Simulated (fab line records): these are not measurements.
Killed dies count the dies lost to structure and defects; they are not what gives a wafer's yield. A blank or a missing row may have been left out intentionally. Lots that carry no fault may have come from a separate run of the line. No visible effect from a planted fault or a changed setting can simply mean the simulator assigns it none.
Chamber matching | flow nand harc | NHARC_A_CHANNEL_FILL_D1_STRIP_28 on rie diel-01: 4 sister chambers
The step strips in O2, time 20 s. 4 wafers are shown with their chamber, then 10 later ones without.

== WAFERS PAIRED WITH THEIR CHAMBERS ==
wafer  | chamber | drypump motor current A (A)
L086.2 | 0       | 5.6
L088.5 | 3       | 6.3
L090.1 | 2       | 6.1
L090.3 | 1       | 5.2

== WAFERS MISSING THEIR CHAMBER ==
wafer  | drypump motor current A (A)
L090.5 | 6.1
L091.1 | 5.6
L091.2 | 6.1
L091.5 | 6.3
L093.1 | 5.2
L093.2 | 6.2
L093.4 | 6.1
L097.3 | 6.3
L097.4 | 5.6
L097.5 | 5.6

== EACH ONE'S CHAMBER ==
wafer  | from the rows above     | in truth
L090.5 | 2                       | 2
L091.1 | 0                       | 0
L091.2 | 2                       | 2
L091.5 | 3                       | 3
L093.1 | 1                       | 1
L093.2 | can't be placed: 3 or 2 | 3
L093.4 | 2                       | 2
L097.3 | 3                       | 3
L097.4 | 0                       | 0
L097.5 | 0                       | 0
Correct placement for 9 of the 10. Can't be placed from these rows: 1 (the true chamber is among the candidates in 1). Wrongly placed: 0.
How it was worked out, from the rows above alone: a wafer's distance from a chamber is the root of the sum, over the readings, of the square of ((its reading less the chamber's mean) divided by the reading's scatter). If the next closest chamber is less than 2 further off than the closest, the wafer can't be placed; otherwise it belongs to the closest. Each chamber's mean is taken over the wafers shown for it. The scatter (one wafer shown for each chamber): square how far every hidden wafer sits from the nearest shown wafer, average those squares and take the square root.
